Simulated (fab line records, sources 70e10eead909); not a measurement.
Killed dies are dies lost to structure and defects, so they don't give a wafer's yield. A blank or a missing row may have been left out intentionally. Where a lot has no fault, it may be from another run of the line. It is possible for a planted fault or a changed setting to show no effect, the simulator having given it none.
What tool caused it? :: flow nand harc :: Sampling: 24 lots, 72 wafers, 6 of 1302 route steps

## WHAT EACH GAUGE READ, for each wafer
The record holds no reading of a measuring or inspecting step that can be judged against a usual standard deviation.

## EACH LOT AND THE TOOL THAT RAN IT (in order: tool; ch and the chambers of the sampled wafers; start)
lot: L075
NHARC_A_CONTACT_ETCH_76: rie diel-05 ch 0,2,3, day 22 09:27 or earlier
NHARC_A_CONTACT_ETCH_131: har cap etch-03 ch 0,1, day 22 09:27
NHARC_A_CONTACT_ETCH_89: rie diel-04 ch 1,2,3, day 22 15:24 or earlier
NHARC_A_CONTACT_ETCH_134: har cap etch-03 ch 0,1, day 22 15:24
NHARC_A_CONTACT_ETCH_135: har cap etch-03 ch 0,1, day 22 15:36
NHARC_A_CONTACT_ETCH_139: har cap etch-03 ch 0,1, day 22 16:41

lot: L074
NHARC_A_CONTACT_ETCH_76: rie diel-04 ch 0,2, day 22 11:33 or earlier
NHARC_A_CONTACT_ETCH_131: har cap etch-02 ch 0,1, day 22 11:33
NHARC_A_CONTACT_ETCH_89: rie diel-05 ch 0,1,3, day 22 19:21 or earlier
NHARC_A_CONTACT_ETCH_134: har cap etch-02 ch 0,1, day 22 19:21
NHARC_A_CONTACT_ETCH_135: har cap etch-02 ch 0,1, day 22 19:34
NHARC_A_CONTACT_ETCH_139: har cap etch-02 ch 0,1, day 22 20:38

lot: L077
NHARC_A_CONTACT_ETCH_76: rie diel-05 ch 0,1,2, day 23 08:23 or earlier
NHARC_A_CONTACT_ETCH_131: har cap etch-01 ch 0,1, day 23 08:23
NHARC_A_CONTACT_ETCH_89: rie diel-04 ch 0,1,2, day 23 19:24 or earlier
NHARC_A_CONTACT_ETCH_134: har cap etch-02 ch 0,1, day 23 19:24
NHARC_A_CONTACT_ETCH_135: har cap etch-02 ch 0,1, day 23 19:37
NHARC_A_CONTACT_ETCH_139: har cap etch-02 ch 0,1, day 23 20:42

lot: L076
NHARC_A_CONTACT_ETCH_76: rie diel-02 ch 1,2,3, day 23 08:40 or earlier
NHARC_A_CONTACT_ETCH_131: har cap etch-03 ch 0,1, day 23 08:40
NHARC_A_CONTACT_ETCH_89: rie diel-04 ch 0,2,3, day 23 18:40 or earlier
NHARC_A_CONTACT_ETCH_134: har cap etch-03 ch 0,1, day 23 18:40
NHARC_A_CONTACT_ETCH_135: har cap etch-03 ch 0,1, day 23 18:52
NHARC_A_CONTACT_ETCH_139: har cap etch-03 ch 0,1, day 23 19:57

lot: L078
NHARC_A_CONTACT_ETCH_76: rie diel-04 ch 0,1,3, day 23 19:01 or earlier
NHARC_A_CONTACT_ETCH_131: har cap etch-01 ch 0,1, day 23 19:01
NHARC_A_CONTACT_ETCH_89: rie diel-04 ch 0,1, day 24 01:19 or earlier
NHARC_A_CONTACT_ETCH_134: har cap etch-03 ch 0,1, day 24 01:19
NHARC_A_CONTACT_ETCH_135: har cap etch-03 ch 0,1, day 24 01:32
NHARC_A_CONTACT_ETCH_139: har cap etch-03 ch 0,1, day 24 02:37

lot: L080
NHARC_A_CONTACT_ETCH_76: rie diel-02 ch 0,1, day 23 23:31 or earlier
NHARC_A_CONTACT_ETCH_131: har cap etch-01 ch 0,1, day 23 23:31
NHARC_A_CONTACT_ETCH_89: rie diel-04 ch 1,2, day 24 05:31 or earlier
NHARC_A_CONTACT_ETCH_134: har cap etch-02 ch 0,1, day 24 05:31
NHARC_A_CONTACT_ETCH_135: har cap etch-02 ch 0,1, day 24 05:43
NHARC_A_CONTACT_ETCH_139: har cap etch-02 ch 0,1, day 24 06:48

lot: L079
NHARC_A_CONTACT_ETCH_76: rie diel-02 ch 0,1,2, day 25 03:43 or earlier
NHARC_A_CONTACT_ETCH_131: har cap etch-02 ch 0,1, day 25 03:43
NHARC_A_CONTACT_ETCH_89: rie diel-02 ch 0,3, day 25 14:10 or earlier
NHARC_A_CONTACT_ETCH_134: har cap etch-01 ch 0,1, day 25 14:10
NHARC_A_CONTACT_ETCH_135: har cap etch-01 ch 0,1, day 25 14:27
NHARC_A_CONTACT_ETCH_139: har cap etch-01 ch 0,1, day 25 15:54

lot: L084
NHARC_A_CONTACT_ETCH_76: rie diel-02 ch 0,1, day 25 13:31 or earlier
NHARC_A_CONTACT_ETCH_131: har cap etch-02 ch 0,1, day 25 13:31
NHARC_A_CONTACT_ETCH_89: rie diel-04 ch 2,3, day 25 22:31 or earlier
NHARC_A_CONTACT_ETCH_134: har cap etch-03 ch 0,1, day 25 22:31
NHARC_A_CONTACT_ETCH_135: har cap etch-03 ch 0,1, day 25 22:44
NHARC_A_CONTACT_ETCH_139: har cap etch-03 ch 0,1, day 25 23:50

lot: L081
NHARC_A_CONTACT_ETCH_76: rie diel-04 ch 0,1,2, day 25 21:58 or earlier
NHARC_A_CONTACT_ETCH_131: har cap etch-02 ch 0,1, day 25 21:58
NHARC_A_CONTACT_ETCH_89: rie diel-05 ch 0,2,3, day 26 06:09 or earlier
NHARC_A_CONTACT_ETCH_134: har cap etch-03 ch 0,1, day 26 06:09
NHARC_A_CONTACT_ETCH_135: har cap etch-03 ch 0,1, day 26 06:21
NHARC_A_CONTACT_ETCH_139: har cap etch-03 ch 0,1, day 26 07:25

lot: L082
NHARC_A_CONTACT_ETCH_76: rie diel-04 ch 0,1,3, day 25 22:40 or earlier
NHARC_A_CONTACT_ETCH_131: har cap etch-01 ch 0,1, day 25 22:40
NHARC_A_CONTACT_ETCH_89: rie diel-02 ch 1,2, day 26 08:13 or earlier
NHARC_A_CONTACT_ETCH_134: har cap etch-02 ch 0,1, day 26 08:13
NHARC_A_CONTACT_ETCH_135: har cap etch-02 ch 0,1, day 26 08:25
NHARC_A_CONTACT_ETCH_139: har cap etch-02 ch 0,1, day 26 09:31

lot: L083
NHARC_A_CONTACT_ETCH_76: rie diel-02 ch 0,1,2, day 26 05:07 or earlier
NHARC_A_CONTACT_ETCH_131: har cap etch-01 ch 0, day 26 05:07
NHARC_A_CONTACT_ETCH_89: rie diel-02 ch 1,2,3, day 26 12:49 or earlier
NHARC_A_CONTACT_ETCH_134: har cap etch-03 ch 0,1, day 26 12:49
NHARC_A_CONTACT_ETCH_135: har cap etch-03 ch 0,1, day 26 13:01
NHARC_A_CONTACT_ETCH_139: har cap etch-03 ch 0,1, day 26 14:07

lot: L086
NHARC_A_CONTACT_ETCH_76: rie diel-04 ch 0,3, day 26 16:53 or earlier
NHARC_A_CONTACT_ETCH_131: har cap etch-01 ch 0,1, day 26 16:53
NHARC_A_CONTACT_ETCH_89: rie diel-04 ch 0,2, day 27 04:43 or earlier
NHARC_A_CONTACT_ETCH_134: har cap etch-03 ch 0,1, day 27 04:43
NHARC_A_CONTACT_ETCH_135: har cap etch-03 ch 0,1, day 27 04:59
NHARC_A_CONTACT_ETCH_139: har cap etch-03 ch 0,1, day 27 06:26

lot: L085
NHARC_A_CONTACT_ETCH_76: rie diel-04 ch 0,2,3, day 27 00:54 or earlier
NHARC_A_CONTACT_ETCH_131: har cap etch-02 ch 0,1, day 27 00:54
NHARC_A_CONTACT_ETCH_89: rie diel-02 ch 0,1,3, day 27 10:11 or earlier
NHARC_A_CONTACT_ETCH_134: har cap etch-03 ch 0,1, day 27 10:11
NHARC_A_CONTACT_ETCH_135: har cap etch-03 ch 0,1, day 27 10:23
NHARC_A_CONTACT_ETCH_139: har cap etch-03 ch 0,1, day 27 11:28

lot: L088
NHARC_A_CONTACT_ETCH_76: rie diel-04 ch 0,1,2, day 27 16:28 or earlier
NHARC_A_CONTACT_ETCH_131: har cap etch-01 ch 0,1, day 27 16:28
NHARC_A_CONTACT_ETCH_89: rie diel-05 ch 0,2,3, day 27 23:45 or earlier
NHARC_A_CONTACT_ETCH_134: har cap etch-01 ch 0,1, day 27 23:45
NHARC_A_CONTACT_ETCH_135: har cap etch-01 ch 0,1, day 27 23:57
NHARC_A_CONTACT_ETCH_139: har cap etch-01 ch 0,1, day 28 01:03

lot: L087
NHARC_A_CONTACT_ETCH_76: rie diel-04 ch 0,3, day 27 20:06 or earlier
NHARC_A_CONTACT_ETCH_131: har cap etch-02 ch 0,1, day 27 20:06
NHARC_A_CONTACT_ETCH_89: rie diel-04 ch 2,3, day 28 02:04 or earlier
NHARC_A_CONTACT_ETCH_134: har cap etch-02 ch 0,1, day 28 02:04
NHARC_A_CONTACT_ETCH_135: har cap etch-02 ch 0,1, day 28 02:16
NHARC_A_CONTACT_ETCH_139: har cap etch-02 ch 0,1, day 28 03:21

lot: L089
NHARC_A_CONTACT_ETCH_76: rie diel-05 ch 0,1,3, day 28 13:34 or earlier
NHARC_A_CONTACT_ETCH_131: har cap etch-01 ch 0,1, day 28 13:34
NHARC_A_CONTACT_ETCH_89: rie diel-04 ch 1,2,3, day 28 20:11 or earlier
NHARC_A_CONTACT_ETCH_134: har cap etch-01 ch 0,1, day 28 20:11
NHARC_A_CONTACT_ETCH_135: har cap etch-01 ch 0,1, day 28 20:25
NHARC_A_CONTACT_ETCH_139: har cap etch-01 ch 0,1, day 28 21:30

lot: L091
NHARC_A_CONTACT_ETCH_76: rie diel-04 ch 0,2,3, day 28 20:08 or earlier
NHARC_A_CONTACT_ETCH_131: har cap etch-03 ch 0,1, day 28 20:08
NHARC_A_CONTACT_ETCH_89: rie diel-05 ch 0,3, day 29 04:22 or earlier
NHARC_A_CONTACT_ETCH_134: har cap etch-01 ch 0,1, day 29 04:22
NHARC_A_CONTACT_ETCH_135: har cap etch-01 ch 0,1, day 29 04:34
NHARC_A_CONTACT_ETCH_139: har cap etch-01 ch 0,1, day 29 05:40

lot: L092
NHARC_A_CONTACT_ETCH_76: rie diel-02 ch 0,3, day 28 20:46 or earlier
NHARC_A_CONTACT_ETCH_131: har cap etch-02 ch 0,1, day 28 20:46
NHARC_A_CONTACT_ETCH_89: rie diel-04 ch 1,2,3, day 29 06:04 or earlier
NHARC_A_CONTACT_ETCH_134: har cap etch-03 ch 0,1, day 29 06:04
NHARC_A_CONTACT_ETCH_135: har cap etch-03 ch 0,1, day 29 06:17
NHARC_A_CONTACT_ETCH_139: har cap etch-03 ch 0,1, day 29 07:22

lot: L090
NHARC_A_CONTACT_ETCH_76: rie diel-05 ch 0,2, day 28 22:14 or earlier
NHARC_A_CONTACT_ETCH_131: har cap etch-03 ch 0,1, day 28 22:14
NHARC_A_CONTACT_ETCH_89: rie diel-04 ch 1,2,3, day 29 07:49 or earlier
NHARC_A_CONTACT_ETCH_134: har cap etch-01 ch 0,1, day 29 07:49
NHARC_A_CONTACT_ETCH_135: har cap etch-01 ch 0,1, day 29 08:02
NHARC_A_CONTACT_ETCH_139: har cap etch-01 ch 0,1, day 29 09:08

lot: L093
NHARC_A_CONTACT_ETCH_76: rie diel-04 ch 2,3, day 29 15:04 or earlier
NHARC_A_CONTACT_ETCH_131: har cap etch-02 ch 0,1, day 29 15:04
NHARC_A_CONTACT_ETCH_89: rie diel-04 ch 1,2,3, day 29 21:59 or earlier
NHARC_A_CONTACT_ETCH_134: har cap etch-03 ch 0,1, day 29 21:59
NHARC_A_CONTACT_ETCH_135: har cap etch-03 ch 0,1, day 29 22:11
NHARC_A_CONTACT_ETCH_139: har cap etch-03 ch 0,1, day 29 23:16

lot: L094
NHARC_A_CONTACT_ETCH_76: rie diel-02 ch 0,2,3, day 30 19:34 or earlier
NHARC_A_CONTACT_ETCH_131: har cap etch-03 ch 0,1, day 30 19:34
NHARC_A_CONTACT_ETCH_89: rie diel-04 ch 0,1,3, day 31 03:23 or earlier
NHARC_A_CONTACT_ETCH_134: har cap etch-03 ch 0,1, day 31 03:23
NHARC_A_CONTACT_ETCH_135: har cap etch-03 ch 0,1, day 31 03:35
NHARC_A_CONTACT_ETCH_139: har cap etch-03 ch 0,1, day 31 04:40

lot: L096
NHARC_A_CONTACT_ETCH_76: rie diel-02 ch 1,2,3, day 31 03:14 or earlier
NHARC_A_CONTACT_ETCH_131: har cap etch-02 ch 0,1, day 31 03:14
NHARC_A_CONTACT_ETCH_89: rie diel-04 ch 0,1, day 31 09:24 or earlier
NHARC_A_CONTACT_ETCH_134: har cap etch-02 ch 0,1, day 31 09:24
NHARC_A_CONTACT_ETCH_135: har cap etch-02 ch 0,1, day 31 09:38
NHARC_A_CONTACT_ETCH_139: har cap etch-02 ch 0,1, day 31 10:43

lot: L095
NHARC_A_CONTACT_ETCH_76: rie diel-04 ch 1,2,3, day 31 12:45 or earlier
NHARC_A_CONTACT_ETCH_131: har cap etch-01 ch 0,1, day 31 12:45
NHARC_A_CONTACT_ETCH_89: rie diel-04 ch 0,2,3, day 31 18:43 or earlier
NHARC_A_CONTACT_ETCH_134: har cap etch-01 ch 0,1, day 31 18:43
NHARC_A_CONTACT_ETCH_135: har cap etch-01 ch 0,1, day 31 18:55
NHARC_A_CONTACT_ETCH_139: har cap etch-01 ch 0,1, day 31 20:00

lot: L097
NHARC_A_CONTACT_ETCH_76: rie diel-05 ch 0,3, day 32 01:11 or earlier
NHARC_A_CONTACT_ETCH_131: har cap etch-03 ch 0,1, day 32 01:11
NHARC_A_CONTACT_ETCH_89: rie diel-04 ch 1,2,3, day 32 12:45 or earlier
NHARC_A_CONTACT_ETCH_134: har cap etch-01 ch 0,1, day 32 12:45
NHARC_A_CONTACT_ETCH_135: har cap etch-01 ch 0,1, day 32 12:56
NHARC_A_CONTACT_ETCH_139: har cap etch-01 ch 0,1, day 32 14:02
- NHARC_A_CONTACT_ETCH_76: etches the open film in N2/H2, target depth 260 nm, time 475.3 s.
- NHARC_A_CONTACT_ETCH_131: etches the open film in C4F8/O2/Ar, time 197 s, target depth 1918 nm.
- NHARC_A_CONTACT_ETCH_89: etches the open film in N2/H2, target depth 260 nm, time 475.3 s.
- NHARC_A_CONTACT_ETCH_134: etches the open film in C4F8/O2/Ar, time 140 s, target depth 700 nm.
- NHARC_A_CONTACT_ETCH_135: etches the open film in C4F8/O2/Ar, time 311 s, target depth 1912 nm.
- NHARC_A_CONTACT_ETCH_139: etches the open film in C4F8/O2/Ar, time 195 s, target depth 840 nm.

## WHAT THE TOOLS THEMSELVES READ (means of the sampled wafers that have a number; where no wafer has one, the mark that the record gives instead)
NHARC_A_CONTACT_ETCH_76.
lot: L075
tool: rie diel-05
drypump motor current A (A): 5.95
oes product au (a.u.): 1.003
rf vpp V (V): 431
showerhead plenum p Torr (Torr): 2.05
throttle valve pct (%): 14.180

lot: L074
tool: rie diel-04
drypump motor current A (A): 5.69
oes product au (a.u.): 0.997
rf vpp V (V): 434
showerhead plenum p Torr (Torr): 2.16
throttle valve pct (%): 14.167

lot: L077
tool: rie diel-05
drypump motor current A (A): 5.98
oes product au (a.u.): 1.009
rf vpp V (V): 429
showerhead plenum p Torr (Torr): 1.99
throttle valve pct (%): 14.173

lot: L076
tool: rie diel-02
drypump motor current A (A): 5.65
oes product au (a.u.): 0.993
rf vpp V (V): 430
showerhead plenum p Torr (Torr): 2.01
throttle valve pct (%): 14.173

lot: L078
tool: rie diel-04
drypump motor current A (A): 5.74
oes product au (a.u.): 1.010
rf vpp V (V): 432
showerhead plenum p Torr (Torr): 2.10
throttle valve pct (%): 14.176

lot: L080
tool: rie diel-02
drypump motor current A (A): 6.05
oes product au (a.u.): 0.994
rf vpp V (V): 428
showerhead plenum p Torr (Torr): 1.94
throttle valve pct (%): 14.169

lot: L079
tool: rie diel-02
drypump motor current A (A): 5.75
oes product au (a.u.): 0.995
rf vpp V (V): 427
showerhead plenum p Torr (Torr): 1.91
throttle valve pct (%): 14.176

lot: L084
tool: rie diel-02
drypump motor current A (A): 6.12
oes product au (a.u.): 1.007
rf vpp V (V): 427
showerhead plenum p Torr (Torr): 1.92
throttle valve pct (%): 14.168

lot: L081
tool: rie diel-04
drypump motor current A (A): 5.63
oes product au (a.u.): 1.002
rf vpp V (V): 434
showerhead plenum p Torr (Torr): 2.15
throttle valve pct (%): 14.173

lot: L082
tool: rie diel-04
drypump motor current A (A): 5.73
oes product au (a.u.): 1.003
rf vpp V (V): 432
showerhead plenum p Torr (Torr): 2.10
throttle valve pct (%): 14.161

lot: L083
tool: rie diel-02
drypump motor current A (A): 5.75
oes product au (a.u.): 1.014
rf vpp V (V): 430
showerhead plenum p Torr (Torr): 2.02
throttle valve pct (%): 14.172

lot: L086
tool: rie diel-04
drypump motor current A (A): 5.89
oes product au (a.u.): 0.999
rf vpp V (V): 431
showerhead plenum p Torr (Torr): 2.05
throttle valve pct (%): 14.163

lot: L085
tool: rie diel-04
drypump motor current A (A): 5.77
oes product au (a.u.): 0.988
rf vpp V (V): 431
showerhead plenum p Torr (Torr): 2.10
throttle valve pct (%): 14.164

lot: L088
tool: rie diel-04
drypump motor current A (A): 5.65
oes product au (a.u.): 1.007
rf vpp V (V): 433
showerhead plenum p Torr (Torr): 2.15
throttle valve pct (%): 14.177

lot: L087
tool: rie diel-04
drypump motor current A (A): 5.87
oes product au (a.u.): 0.989
rf vpp V (V): 431
showerhead plenum p Torr (Torr): 2.05
throttle valve pct (%): 14.176

lot: L089
tool: rie diel-05
drypump motor current A (A): 5.90
oes product au (a.u.): 1.006
rf vpp V (V): 427
showerhead plenum p Torr (Torr): 1.95
throttle valve pct (%): 14.173

lot: L091
tool: rie diel-04
drypump motor current A (A): 5.77
oes product au (a.u.): 1.002
rf vpp V (V): 432
showerhead plenum p Torr (Torr): 2.10
throttle valve pct (%): 14.164

lot: L092
tool: rie diel-02
drypump motor current A (A): 6.12
oes product au (a.u.): 1.009
rf vpp V (V): 430
showerhead plenum p Torr (Torr): 1.98
throttle valve pct (%): 14.174

lot: L090
tool: rie diel-05
drypump motor current A (A): 6.02
oes product au (a.u.): 1.006
rf vpp V (V): 432
showerhead plenum p Torr (Torr): 2.07
throttle valve pct (%): 14.165

lot: L093
tool: rie diel-04
drypump motor current A (A): 5.72
oes product au (a.u.): 0.999
rf vpp V (V): 432
showerhead plenum p Torr (Torr): 2.11
throttle valve pct (%): 14.172

lot: L094
tool: rie diel-02
drypump motor current A (A): 5.77
oes product au (a.u.): 1.006
rf vpp V (V): 432
showerhead plenum p Torr (Torr): 2.08
throttle valve pct (%): 14.172

lot: L096
tool: rie diel-02
drypump motor current A (A): 5.64
oes product au (a.u.): 1.008
rf vpp V (V): 432
showerhead plenum p Torr (Torr): 2.10
throttle valve pct (%): 14.167

lot: L095
tool: rie diel-04
drypump motor current A (A): 5.68
oes product au (a.u.): 1.007
rf vpp V (V): 431
showerhead plenum p Torr (Torr): 2.10
throttle valve pct (%): 14.172

lot: L097
tool: rie diel-05
drypump motor current A (A): 5.85
oes product au (a.u.): 1.006
rf vpp V (V): 429
showerhead plenum p Torr (Torr): 2.00
throttle valve pct (%): 14.175

NHARC_A_CONTACT_ETCH_89.
lot: L075
tool: rie diel-04
drypump motor current A (A): 5.69
oes product au (a.u.): 0.993
rf vpp V (V): 432.1
showerhead plenum p Torr (Torr): 2.11
throttle valve pct (%): 14.172

lot: L074
tool: rie diel-05
drypump motor current A (A): 5.91
oes product au (a.u.): 0.998
rf vpp V (V): 428.1
showerhead plenum p Torr (Torr): 1.97
throttle valve pct (%): 14.162

lot: L077
tool: rie diel-04
drypump motor current A (A): 5.65
oes product au (a.u.): 0.998
rf vpp V (V): 434.2
showerhead plenum p Torr (Torr): 2.15
throttle valve pct (%): 14.177

lot: L076
tool: rie diel-04
drypump motor current A (A): 5.79
oes product au (a.u.): 1.003
rf vpp V (V): 431.9
showerhead plenum p Torr (Torr): 2.10
throttle valve pct (%): 14.173

lot: L078
tool: rie diel-04
drypump motor current A (A): 5.71
oes product au (a.u.): 1.002
rf vpp V (V): 432.4
showerhead plenum p Torr (Torr): 2.14
throttle valve pct (%): 14.163

lot: L080
tool: rie diel-04
drypump motor current A (A): 5.58
oes product au (a.u.): 1.003
rf vpp V (V): 433.8
showerhead plenum p Torr (Torr): 2.16
throttle valve pct (%): 14.174

lot: L079
tool: rie diel-02
drypump motor current A (A): 6.09
oes product au (a.u.): 1.019
rf vpp V (V): 430.0
showerhead plenum p Torr (Torr): 1.99
throttle valve pct (%): 14.177

lot: L084
tool: rie diel-04
drypump motor current A (A): 5.83
oes product au (a.u.): 0.991
rf vpp V (V): 430.5
showerhead plenum p Torr (Torr): 2.06
throttle valve pct (%): 14.169

lot: L081
tool: rie diel-05
drypump motor current A (A): 5.93
oes product au (a.u.): 1.009
rf vpp V (V): 431.0
showerhead plenum p Torr (Torr): 2.04
throttle valve pct (%): 14.170

lot: L082
tool: rie diel-02
drypump motor current A (A): 5.65
oes product au (a.u.): 1.008
rf vpp V (V): 431.0
showerhead plenum p Torr (Torr): 2.04
throttle valve pct (%): 14.169

lot: L083
tool: rie diel-02
drypump motor current A (A): 5.65
oes product au (a.u.): 0.999
rf vpp V (V): 432.6
showerhead plenum p Torr (Torr): 2.11
throttle valve pct (%): 14.172

lot: L086
tool: rie diel-04
drypump motor current A (A): 5.73
oes product au (a.u.): 0.996
rf vpp V (V): 434.3
showerhead plenum p Torr (Torr): 2.15
throttle valve pct (%): 14.175

lot: L085
tool: rie diel-02
drypump motor current A (A): 6.02
oes product au (a.u.): 1.017
rf vpp V (V): 429.9
showerhead plenum p Torr (Torr): 2.01
throttle valve pct (%): 14.173

lot: L088
tool: rie diel-05
drypump motor current A (A): 5.94
oes product au (a.u.): 0.999
rf vpp V (V): 429.8
showerhead plenum p Torr (Torr): 2.04
throttle valve pct (%): 14.173

lot: L087
tool: rie diel-04
drypump motor current A (A): 5.73
oes product au (a.u.): 0.992
rf vpp V (V): 432.4
showerhead plenum p Torr (Torr): 2.11
throttle valve pct (%): 14.177

lot: L089
tool: rie diel-04
drypump motor current A (A): 5.69
oes product au (a.u.): 1.002
rf vpp V (V): 432.5
showerhead plenum p Torr (Torr): 2.10
throttle valve pct (%): 14.168

lot: L091
tool: rie diel-05
drypump motor current A (A): 5.85
oes product au (a.u.): 1.002
rf vpp V (V): 428.3
showerhead plenum p Torr (Torr): 1.95
throttle valve pct (%): 14.172

lot: L092
tool: rie diel-04
drypump motor current A (A): 5.68
oes product au (a.u.): 0.996
rf vpp V (V): 432.3
showerhead plenum p Torr (Torr): 2.10
throttle valve pct (%): 14.180

lot: L090
tool: rie diel-04
drypump motor current A (A): 5.68
oes product au (a.u.): 0.997
rf vpp V (V): 432.2
showerhead plenum p Torr (Torr): 2.10
throttle valve pct (%): 14.167

lot: L093
tool: rie diel-04
drypump motor current A (A): 5.69
oes product au (a.u.): 0.996
rf vpp V (V): 432.0
showerhead plenum p Torr (Torr): 2.10
throttle valve pct (%): 14.172

lot: L094
tool: rie diel-04
drypump motor current A (A): 5.74
oes product au (a.u.): 1.002
rf vpp V (V): 431.4
showerhead plenum p Torr (Torr): 2.09
throttle valve pct (%): 14.174

lot: L096
tool: rie diel-04
drypump motor current A (A): 5.69
oes product au (a.u.): 0.997
rf vpp V (V): 433.3
showerhead plenum p Torr (Torr): 2.14
throttle valve pct (%): 14.172

lot: L095
tool: rie diel-04
drypump motor current A (A): 5.77
oes product au (a.u.): 1.003
rf vpp V (V): 433.6
showerhead plenum p Torr (Torr): 2.09
throttle valve pct (%): 14.165

lot: L097
tool: rie diel-04
drypump motor current A (A): 5.70
oes product au (a.u.): 1.004
rf vpp V (V): 432.2
showerhead plenum p Torr (Torr): 2.10
throttle valve pct (%): 14.173

## THE ANSWER, worked out from the rows above alone
Rule: usual is defined by the lots themselves. Put in order of their means at a reading, lots are off if they are a third of the lots or fewer, leave a main group of 4 or more, and stand apart from it by a gap of 3 or more times the standard deviation of the main group's means; of several such gaps the widest counts. A main group whose means are all the same, to the digits that the tables above print for the reading, isn't used. A lot without any number at a reading at which 4 lots or more have one is off too. Any other lot the step has rows for is counted as sound. The gauges are gone through in route order, then the tools' own readings, and for those a lot's mean is taken as printed above. The first step at which some lot is off is used, and at that step the reading that is off furthest; a lot without a number counts as furthest.
No lot is off at any reading shown: from this, nothing can be told.

## WHAT THE SIMULATOR PUT IN
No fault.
